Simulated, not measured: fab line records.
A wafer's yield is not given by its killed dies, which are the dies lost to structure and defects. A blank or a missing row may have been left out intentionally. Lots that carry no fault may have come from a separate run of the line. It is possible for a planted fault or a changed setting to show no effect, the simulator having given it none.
Which of the tools did it?    flow nand_harc    13 lots, 39 wafers sampled, at 5 steps of a route of 1159

WHAT THE GAUGES SHOWED, per wafer
NHARC_END_SORT_01. Usual: defect_limited_yield 95.3 %, standard deviation 1.5; killed_at_array 28, standard deviation 10; killed_at_other 0.6, standard deviation 1.1; killed_at_periphery 3.6, standard deviation 2.6; killed_dies 32, standard deviation 10; killed_open 3.3, standard deviation 1.8; killed_short 1.9, standard deviation 1.4; sort_bin_2_pct 1.5 %, standard deviation 0.61; sort_bin_3_pct 0.27 %, standard deviation 0.2; sort_bin_4_pct 3.0 %, standard deviation 1; sort_n_pass 645, standard deviation 10; sort_rim_yield_pct 97.3 %, standard deviation 1.9; sort_yield_pct 95.3 %, standard deviation 1.5.
lot   measured      on         defect_limited_yield (%)  killed_at_array  killed_at_other  killed_at_periphery  killed_dies  killed_open  killed_short  sort_bin_2_pct (%)  sort_bin_3_pct (%)  sort_bin_4_pct (%)  sort_n_pass  sort_rim_yield_pct (%)  sort_yield_pct (%)  flag
L868  day 20 08:23  prober-01  16.0 17.6 19.6            568 552 537      0 1 0            1 5 7                569 558 544  0 3 4        0 2 2         38.8 35.0 35.6      7.83 9.01 8.42      37.4 38.4 36.3      108 119 133  18.9 20.8 17.9          16.0 17.6 19.6      OFF
L869  day 20 01:16  prober-02  16.7 18.6 16.2            562 549 565      0 0 0            2 2 2                564 551 567  2 2 1        0 0 1         36.5 37.4 34.3      9.90 8.86 10.04     36.9 35.2 39.4      113 126 110  15.1 18.9 11.3          16.7 18.6 16.2      OFF
L873  day 22 01:18  prober-01  95.3                      29               3                0                    32           2            1             2.7                 0.30                1.8                 645          98.1                    95.3                

EACH LOT AND THE TOOL THAT RAN IT (in order: tool; ch and the chambers of the sampled wafers; start)
lot   NHARC_A_M1_ECD_22               NHARC_THIN_TSV_ETCH_44              NHARC_THIN_TSV_PRE_CLEAN_50              NHARC_THIN_TSV_PRE_CLEAN_54
L864  ecd_cu-02 ch 0,1, day 17 10:40  rie_diel-01 ch 0,2,3, day 18 06:16  pvd_sputter-03, day 18 11:07 or earlier  pvd_sputter-01, day 18 11:07
L866  ecd_cu-02 ch 0,1, day 18 02:55  rie_diel-03 ch 0,3, day 18 21:12    pvd_sputter-01, day 19 01:47 or earlier  pvd_sputter-03, day 19 01:47
L865  ecd_cu-01 ch 0, day 18 03:52    rie_diel-03 ch 0,2, day 19 03:59    pvd_sputter-03, day 19 08:38 or earlier  pvd_sputter-03, day 19 08:38
L867  ecd_cu-02 ch 1, day 18 06:14    rie_diel-03 ch 0,3, day 19 02:50    pvd_sputter-02, day 19 07:22 or earlier  pvd_sputter-01, day 19 07:22
L868  ecd_cu-02 ch 0,1, day 18 11:16  rie_diel-03 ch 0,2,3, day 19 10:53  pvd_sputter-01, day 19 15:25 or earlier  pvd_sputter-03, day 19 15:25
L869  ecd_cu-02 ch 0,1, day 18 16:34  rie_diel-03 ch 0,1,3, day 19 11:58  pvd_sputter-01, day 19 16:34 or earlier  pvd_sputter-03, day 19 16:34
L873  ecd_cu-01 ch 0,1, day 20 08:33  rie_diel-03 ch 1,2,3, day 21 10:29  pvd_sputter-03, day 21 15:14 or earlier  pvd_sputter-02, day 21 15:14
L878  ecd_cu-02 ch 1, day 21 21:14    rie_diel-01 ch 1,2,3, day 22 15:59  pvd_sputter-03, day 22 20:32 or earlier  pvd_sputter-03, day 22 20:32
L881  ecd_cu-01 ch 0,1, day 21 22:29  rie_diel-01 ch 0,1,3, day 22 18:26  pvd_sputter-02, day 22 23:03 or earlier  pvd_sputter-03, day 22 23:03
L882  ecd_cu-01 ch 0,1, day 22 16:10  rie_diel-01 ch 0,1,3, day 23 12:38  pvd_sputter-02, day 23 17:14 or earlier  pvd_sputter-01, day 23 17:14
L883  ecd_cu-02 ch 0,1, day 22 16:13  rie_diel-01 ch 0,1,3, day 23 13:42  pvd_sputter-03, day 23 18:34 or earlier  pvd_sputter-02, day 23 18:34
L886  ecd_cu-01 ch 0,1, day 23 05:51  rie_diel-03 ch 0,1,2, day 24 02:25  pvd_sputter-03, day 24 07:04 or earlier  pvd_sputter-02, day 24 07:04
L887  ecd_cu-01 ch 0,1, day 23 15:44  rie_diel-01 ch 1,2, day 24 11:14    pvd_sputter-03, day 24 16:04 or earlier  pvd_sputter-02, day 24 16:04
- NHARC_A_M1_ECD_22: material Cu, target thk 400 nm.
- NHARC_THIN_TSV_ETCH_44: etches the open film in CF4/O2, target depth 1594.2 nm, time 797.1 s.
- NHARC_THIN_TSV_PRE_CLEAN_50: time 30 s.
- NHARC_THIN_TSV_PRE_CLEAN_54: time 30 s.

WHAT THE TOOLS THEMSELVES READ (means of the sampled wafers that have a number; where no wafer has one, the mark that the record gives instead)
NHARC_THIN_TSV_ETCH_44. Usual: drypump_motor_current_A 5.6 A, standard deviation 0.48; oes_product_au 1.002 a.u., standard deviation 0.011; rf_vpp_V 794 V, standard deviation 5.6; showerhead_plenum_p_Torr 1.83 Torr, standard deviation 0.089; throttle_valve_pct 16.914 %, standard deviation 0.009.
lot   tool         drypump_motor_current_A (A)  oes_product_au (a.u.)  rf_vpp_V (V)  showerhead_plenum_p_Torr (Torr)  throttle_valve_pct (%)  flag
L864  rie_diel-01  5.6                          0.998                  792           1.79                             16.916                  
L866  rie_diel-03  5.5                          1.003                  791           1.79                             16.917                  
L865  rie_diel-03  5.7                          1.004                  790           1.78                             16.918                  
L867  rie_diel-03  5.4                          1.010                  796           1.86                             16.913                  
L868  rie_diel-03  5.6                          1.002                  795           1.85                             16.916                  
L869  rie_diel-03  5.7                          1.002                  792           1.79                             16.914                  
L873  rie_diel-03  5.8                          1.008                  796           1.86                             16.922                  
L878  rie_diel-01  5.7                          1.003                  793           1.81                             16.912                  
L881  rie_diel-01  5.8                          0.999                  788           1.75                             16.909                  
L882  rie_diel-01  5.8                          1.006                  789           1.75                             16.924                  
L883  rie_diel-01  5.8                          0.997                  789           1.75                             16.908                  
L886  rie_diel-03  5.9                          1.000                  791           1.79                             16.921                  
L887  rie_diel-01  5.1                          0.993                  795           1.86                             16.909                  

NHARC_THIN_TSV_PRE_CLEAN_50. Usual: heater_power_w reads 418 W (standard deviation 29).
lot   tool            heater_power_w (W)  flag
L864  pvd_sputter-03  457                 
L866  pvd_sputter-01  390                 
L865  pvd_sputter-03  462                 
L867  pvd_sputter-02  404                 
L868  pvd_sputter-01  413                 
L869  pvd_sputter-01  406                 
L873  pvd_sputter-03  454                 
L878  pvd_sputter-03  457                 
L881  pvd_sputter-02  407                 
L882  pvd_sputter-02  393                 
L883  pvd_sputter-03  448                 
L886  pvd_sputter-03  448                 
L887  pvd_sputter-03  451                 

NHARC_THIN_TSV_PRE_CLEAN_54. Usual: heater_power_w reads 424 W (standard deviation 30).
lot   tool            heater_power_w (W)  flag
L864  pvd_sputter-01  397                 
L866  pvd_sputter-03  458                 
L865  pvd_sputter-03  464                 
L867  pvd_sputter-01  398                 
L868  pvd_sputter-03  452                 
L869  pvd_sputter-03  450                 
L873  pvd_sputter-02  401                 
L878  pvd_sputter-03  442                 
L881  pvd_sputter-03  455                 
L882  pvd_sputter-01  410                 
L883  pvd_sputter-02  401                 
L886  pvd_sputter-02  392                 
L887  pvd_sputter-02  400                 

THE ANSWER, worked out from the rows above alone
Rule: a lot is off if the mean of its wafers that have a number lies more than 3 standard deviations from the usual mean. A lot without any number at a reading at which 4 lots or more have one is off too. Where the step has rows for the other lots, those lots are counted as sound. Order of review: gauges by route order, followed by the tools' own readings, for which a lot's mean as printed above is used. The first step at which some lot is off is used, and at that step the reading that is off furthest; a lot without a number counts as furthest.
Off: L868, L869, at NHARC_END_SORT_01 (sort_bin_2_pct). Neither off nor sound, because the step has no rows for them: L864, L866, L865, L867, L878, L881, L882, L883, L886, L887.
A tool fits if, at a process step before that reading, it ran every lot that is off, and no sound lot after the first of them. Gauges at NHARC_END_SORT_01: tried the same way as those tools. Because NHARC_THIN_TSV_PRE_CLEAN_50 lacks a start for some lots, the hours and order of its lots are taken from NHARC_THIN_TSV_PRE_CLEAN_54. Can't be told from this: 3 tools fit, ecd_cu-02 at NHARC_A_M1_ECD_22, pvd_sputter-01 at NHARC_THIN_TSV_PRE_CLEAN_50, pvd_sputter-03 at NHARC_THIN_TSV_PRE_CLEAN_54.

WHAT WAS PUT IN BY THE SIMULATOR
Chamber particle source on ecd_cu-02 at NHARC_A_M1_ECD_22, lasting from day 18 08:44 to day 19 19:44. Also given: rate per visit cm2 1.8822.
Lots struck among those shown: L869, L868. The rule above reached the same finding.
